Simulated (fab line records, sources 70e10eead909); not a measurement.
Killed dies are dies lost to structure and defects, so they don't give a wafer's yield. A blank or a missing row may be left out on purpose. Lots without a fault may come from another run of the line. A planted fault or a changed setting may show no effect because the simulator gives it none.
Which tool did it? | flow nand_harc | 13 lots, 39 wafers sampled, at 5 steps of a route of 1302

WHAT THE GAUGES READ, wafer by wafer
NHARC_END_SORT_01. Usual: killed_at_array 53, standard deviation 21; killed_at_other 1.1, standard deviation 1.5; killed_at_periphery 3.9, standard deviation 2.7; killed_dies 58, standard deviation 21; killed_open 3.4, standard deviation 1.9; killed_short 2.3, standard deviation 1.5.
lot  | measured     | on        | killed_at_array | killed_at_other | killed_at_periphery | killed_dies | killed_open | killed_short | flag
L985 | day 29 15:52 | prober-01 | 14 30 15        | 0 1 2           | 5 6 2               | 19 37 19    | 0 9 2       | 1 4 1        |
L996 | day 33 00:01 | prober-02 | 128 98 151      | 1 0 1           | 2 3 1               | 131 101 153 | 1 4 4       | 3 1 1        | OFF
L995 | day 32 20:44 | prober-01 | 153 107 143     | 5 2 2           | 4 7 4               | 162 116 149 | 5 5 1       | 1 3 0        | OFF

WHICH TOOL RAN EACH LOT (tool, then ch and the chambers of the sampled wafers, then the start)
lot  | NHARC_A_STAIRCASE_TRIM_233         | NHARC_A_M1_CMP_23             | NHARC_A_M1_DEP_33               | NHARC_THIN_TSV_STRIP_62
L976 | rie_diel-11 ch 1,2, day 15 16:26   | cmp-02 ch 1,2, day 22 08:37   | pecvd-04 ch 0,2, day 22 09:14   | plasma_asher-02 ch 0,1, day 23 06:44
L978 | rie_diel-11 ch 1,2, day 16 11:57   | cmp-02 ch 0,1,3, day 23 20:17 | pecvd-02 ch 1,2, day 23 20:53   | plasma_asher-02 ch 0,1, day 24 17:46
L980 | rie_diel-05 ch 1,2, day 17 07:12   | cmp-02 ch 1,3, day 24 09:47   | pecvd-03 ch 1,2, day 24 10:26   | plasma_asher-02 ch 0,1, day 25 05:41
L981 | rie_diel-09 ch 0,2,3, day 18 10:20 | cmp-03 ch 1,2,3, day 25 02:20 | pecvd-03 ch 0,1,2, day 25 03:00 | plasma_asher-01 ch 0,1, day 26 07:31
L983 | rie_diel-09 ch 0,1,2, day 19 15:11 | cmp-01 ch 1,3, day 26 15:08   | pecvd-02 ch 0,2, day 26 15:46   | plasma_asher-02 ch 0, day 27 11:12
L984 | rie_diel-05 ch 0,2,3, day 19 21:15 | cmp-02 ch 2,3, day 26 17:16   | pecvd-04 ch 0,1,2, day 26 17:55 | plasma_asher-02 ch 0,1, day 27 12:32
L985 | rie_diel-11 ch 1,2, day 20 15:37   | cmp-02 ch 1,2, day 28 04:29   | pecvd-03 ch 0,2, day 28 05:08   | plasma_asher-02 ch 0,1, day 29 00:56
L986 | rie_diel-05 ch 1,2,3, day 20 15:50 | cmp-01 ch 0,1,2, day 28 00:13 | pecvd-03 ch 0,2, day 28 00:50   | plasma_asher-02 ch 0,1, day 28 18:14
L988 | rie_diel-11 ch 0,1,3, day 21 06:13 | cmp-02 ch 0,3, day 28 13:05   | pecvd-03 ch 0,2, day 28 13:45   | plasma_asher-02 ch 0,1, day 29 09:16
L993 | rie_diel-09 ch 2,3, day 23 07:36   | cmp-02 ch 1,3, day 30 04:11   | pecvd-02 ch 0,1,2, day 30 04:52 | plasma_asher-01 ch 0,1, day 31 00:41
L996 | rie_diel-11 ch 0,1,2, day 24 02:14 | cmp-01 ch 0,2,3, day 31 05:37 | pecvd-03 ch 0,2, day 31 06:13   | plasma_asher-02 ch 0,1, day 32 06:21
L995 | rie_diel-11 ch 0,1,3, day 24 06:02 | cmp-01 ch 0,1,2, day 31 03:37 | pecvd-02 ch 1,2, day 31 04:14   | plasma_asher-02 ch 0,1, day 32 05:02
L997 | rie_diel-09 ch 0,2,3, day 24 21:21 | cmp-02 ch 0,1,3, day 31 16:10 | pecvd-02 ch 0,1,2, day 31 16:47 | plasma_asher-02 ch 0,1, day 32 16:40
- NHARC_A_STAIRCASE_TRIM_233: chemistry O2, time 211.2 s.
- NHARC_A_M1_CMP_23: polishes, t overpolish 20 s, target thk 154.34 nm.
- NHARC_A_M1_DEP_33: deposits SiCN, target thk 30 nm.
- NHARC_THIN_TSV_STRIP_62: strips in N2/H2, time 20 s.

WHAT THE TOOLS THEMSELVES READ (means of the sampled wafers that have a number; where no wafer has one, the mark that the record gives instead)
NHARC_A_STAIRCASE_TRIM_233. Usual: drypump_motor_current_A 5.72 A, standard deviation 0.27; o2_flow_sccm 500.0 sccm, standard deviation 1.5; oes_product_au 0.999 a.u., standard deviation 0.0089; rf_vpp_V 57.8 V, standard deviation 0.98; showerhead_plenum_p_Torr 3.50 Torr, standard deviation 0.18; throttle_valve_pct 17.036 %, standard deviation 0.0093.
lot  | tool        | drypump_motor_current_A (A) | o2_flow_sccm (sccm) | oes_product_au (a.u.) | rf_vpp_V (V) | showerhead_plenum_p_Torr (Torr) | throttle_valve_pct (%) | flag
L976 | rie_diel-11 | 5.86                        | 500.3               | 0.990                 | 57.4         | 3.31                            | 17.030                 |
L978 | rie_diel-11 | 5.67                        | 500.6               | 0.994                 | 57.4         | 3.33                            | 17.032                 |
L980 | rie_diel-05 | 5.88                        | 497.9               | 1.010                 | 57.7         | 3.42                            | 17.043                 |
L981 | rie_diel-09 | 5.51                        | 500.1               | 0.999                 | 58.1         | 3.38                            | 17.042                 |
L983 | rie_diel-09 | 5.50                        | 500.4               | 1.005                 | 57.5         | 3.49                            | 17.028                 |
L984 | rie_diel-05 | 5.90                        | 499.9               | 1.000                 | 57.2         | 3.50                            | 17.038                 |
L985 | rie_diel-11 | 5.87                        | 501.0               | 1.006                 | 58.8         | 3.64                            | 17.039                 |
L986 | rie_diel-05 | 5.95                        | 500.9               | 1.001                 | 57.6         | 3.49                            | 17.032                 |
L988 | rie_diel-11 | 5.72                        | 499.9               | 1.001                 | 57.3         | 3.37                            | 17.032                 |
L993 | rie_diel-09 | 5.71                        | 501.1               | 0.996                 | 58.7         | 3.65                            | 17.033                 |
L996 | rie_diel-11 | 5.82                        | 499.9               | 1.006                 | 57.0         | 3.47                            | 17.038                 |
L995 | rie_diel-11 | 5.71                        | 500.3               | 0.989                 | 56.8         | 3.35                            | 17.036                 |
L997 | rie_diel-09 | 5.47                        | 499.1               | 1.007                 | 58.6         | 3.71                            | 17.030                 |

NHARC_A_M1_CMP_23. Usual: motor_current_A 12.4 A, standard deviation 0.74; pad_life_wafers 154, standard deviation 90; time_to_endpoint_s 29.1 s, standard deviation 2.5.
lot  | tool   | motor_current_A (A) | pad_life_wafers | time_to_endpoint_s (s) | flag
L976 | cmp-02 | 12.9                | 294             | 30.6                   |
L978 | cmp-02 | 12.6                | 50              | 29.8                   |
L980 | cmp-02 | 12.0                | 109             | 30.1                   |
L981 | cmp-03 | 11.9                | 93              | 26.7                   |
L983 | cmp-01 | 12.2                | 115             | 29.1                   |
L984 | cmp-02 | 12.0                | 282             | 27.7                   |
L985 | cmp-02 | 12.9                | 86              | 28.2                   |
L986 | cmp-01 | 12.3                | 254             | 27.2                   |
L988 | cmp-02 | 12.0                | 126             | 29.1                   |
L993 | cmp-02 | 12.6                | 266             | 25.8                   |
L996 | cmp-01 | 12.6                | 200             | 29.9                   |
L995 | cmp-01 | 12.4                | 181             | 31.5                   |
L997 | cmp-02 | 12.9                | 43              | 31.4                   |

NHARC_A_M1_DEP_33. Usual: heater_power_w 562 W, standard deviation 66.
lot  | tool     | heater_power_w (W) | flag
L976 | pecvd-04 | 524                |
L978 | pecvd-02 | 573                |
L980 | pecvd-03 | 547                |
L981 | pecvd-03 | 569                |
L983 | pecvd-02 | 555                |
L984 | pecvd-04 | 574                |
L985 | pecvd-03 | 596                |
L986 | pecvd-03 | 612                |
L988 | pecvd-03 | 605                |
L993 | pecvd-02 | 539                |
L996 | pecvd-03 | 542                |
L995 | pecvd-02 | 604                |
L997 | pecvd-02 | 577                |

NHARC_THIN_TSV_STRIP_62. Usual: drypump_motor_current_A 5.76 A, standard deviation 0.27; heater_power_w 340 W, standard deviation 23.
lot  | tool            | drypump_motor_current_A (A) | heater_power_w (W) | flag
L976 | plasma_asher-02 | 5.62                        | 344                |
L978 | plasma_asher-02 | 5.61                        | 344                |
L980 | plasma_asher-02 | 5.62                        | 347                |
L981 | plasma_asher-01 | 6.18                        | 346                |
L983 | plasma_asher-02 | 5.80                        | 319                |
L984 | plasma_asher-02 | 5.70                        | 335                |
L985 | plasma_asher-02 | 5.71                        | 339                |
L986 | plasma_asher-02 | 5.70                        | 334                |
L988 | plasma_asher-02 | 5.61                        | 346                |
L993 | plasma_asher-01 | 5.95                        | 345                |
L996 | plasma_asher-02 | 5.71                        | 337                |
L995 | plasma_asher-02 | 5.70                        | 334                |
L997 | plasma_asher-02 | 5.70                        | 330                |

THE ANSWER, worked out from the rows above alone
Rule: a lot is off if the mean of its wafers that have a number lies more than 3 standard deviations from the usual mean. A lot without any number at a reading at which 4 lots or more have one is off too. The other lots that the step has rows for count as sound. The gauges are gone through in route order, then the tools' own readings, and for those a lot's mean is taken as printed above. The first step at which some lot is off is used, and at that step the reading that is off furthest; a lot without a number counts as furthest.
Off: L996, L995, at NHARC_END_SORT_01 (killed_dies). Neither off nor sound, because the step has no rows for them: L976, L978, L980, L981, L983, L984, L986, L988, L993, L997.
A tool fits if, at a process step before that reading, it ran every lot that is off, and no sound lot after the first of them. The gauges at NHARC_END_SORT_01 are tried like those tools. Can't be told from this: 3 tools fit, rie_diel-11 at NHARC_A_STAIRCASE_TRIM_233, cmp-01 at NHARC_A_M1_CMP_23, plasma_asher-02 at NHARC_THIN_TSV_STRIP_62.

WHAT THE SIMULATOR HAD PUT IN
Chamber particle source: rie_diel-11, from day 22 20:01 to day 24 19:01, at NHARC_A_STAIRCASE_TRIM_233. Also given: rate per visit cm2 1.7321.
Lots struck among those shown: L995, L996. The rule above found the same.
